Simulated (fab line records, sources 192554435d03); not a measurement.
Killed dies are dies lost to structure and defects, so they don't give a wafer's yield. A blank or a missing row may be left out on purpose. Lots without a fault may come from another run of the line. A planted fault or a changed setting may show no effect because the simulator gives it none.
Split-lot experiment | flow n5_finfet | 7 lots, 21 wafers read, on a route of 1938 steps

THE SPLIT
At N5_BEOL_M6_TRENCH_ETCH_37 (etches SiCOH lowk in C4F6/O2, target depth 94.435 nm, time 31.5 s), the setting bias_w was moved away from the recipe's 185 W on 5 of the 21 wafers read, by -14.0% to +17.1%. The other wafers ran this setting at the recipe's value.

The reading is taken at the split's own step.

THE READING
rf_vpp_V, in V, at N5_BEOL_M6_TRENCH_ETCH_37 (etches SiCOH lowk in C4F6/O2, target depth 94.435 nm, time 31.5 s). Fault-free wafers of this fab line usually give 659 V, standard deviation 12 V.

wafer  | tool, chamber at the split | bias_w as run, W | against the recipe | rf_vpp_V, V | against lot-mates on the recipe
L075.1 | rie_diel-05, 1             | 185              | recipe             | 662         | -
L075.2 | rie_diel-05, 3             | 185              | recipe             | 662         | -
L075.6 | rie_diel-05, 2             | 185              | recipe             | 664         | -
L078.1 | rie_diel-05, 2             | 161.9            | -12.5%             | 598         | -62
L078.3 | rie_diel-05, 3             | 185              | recipe             | 660         | -
L078.5 | rie_diel-05, 1             | 185              | recipe             | 661         | -
L079.1 | rie_diel-03, 0             | 185              | recipe             | 664         | -
L079.3 | rie_diel-03, 3             | 185              | recipe             | 682         | -
L079.6 | rie_diel-03, 3             | 185              | recipe             | 683         | -
L081.4 | rie_diel-05, 1             | 216.7            | +17.1%             | 751         | +90
L081.5 | rie_diel-05, 2             | 216.7            | +17.1%             | 754         | +93
L081.6 | rie_diel-05, 1             | 185              | recipe             | 661         | -
L086.2 | rie_diel-01, 1             | 185              | recipe             | 649         | -
L086.3 | rie_diel-01, 3             | 185              | recipe             | 661         | -
L086.4 | rie_diel-01, 0             | 185              | recipe             | 643         | -
L089.2 | rie_diel-05, 1             | 185              | recipe             | 661         | -
L089.3 | rie_diel-05, 0             | 185              | recipe             | 651         | -
L089.6 | rie_diel-05, 2             | 185              | recipe             | 667         | -
L090.1 | rie_diel-01, 0             | 159.1            | -14.0%             | 572         | -71
L090.4 | rie_diel-01, 1             | 159.1            | -14.0%             | 575         | -68
L090.5 | rie_diel-01, 0             | 185              | recipe             | 643         | -

THE FIT
A straight line over all 21 wafers: rf_vpp_V changes by +5.61 V for each +1% of bias_w; r = +0.97; the points scatter about the line by 11 V.
The same after taking each lot's own level away (the mean of its wafers on the recipe; 21 wafers): +5.17 V for each +1%; r = +0.99; scatter 5.5 V.
On that fit, the largest move of bias_w shifts the reading by 89 V.
The lots' own levels span 643.0 to 676.3 V, that is 2.8 times the standard deviation above.
So the lot-to-lot level changes the slope little: the two slopes agree.
Check: with one of the wafers moved furthest among these (+17.1%) left out of the fit, the line predicts +88.8 V for it against its lot-mates. It came out at +90 V against them.
Tool readings at the split's step, against how far the setting was moved: rf_vpp_V r = +0.97.

OTHER SPLITS ON THESE WAFERS
These wafers also went through other splits before the reading. Each is held against what the fit with the lots' levels taken away leaves over:
other split on the same wafers     | wafers away from the commonest value | r with rf_vpp_V (lot level and that fit taken away)
N5_BEOL_M3_TRENCH_ETCH_37 time_s   | 10                                   | +0.24
N5_BEOL_M4_TRENCH_ETCH_37 source_w | 7                                    | -0.02
N5_BEOL_M6_PECVD_70 time_s         | 8                                    | +0.02
N5_BEOL_M6_EXPOSE_08 dose_mj       | 5                                    | -0.17

THE FILE'S OWN FIT
rf_vpp_V changes by +5.15 V for each +1% of bias_w, r = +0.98.
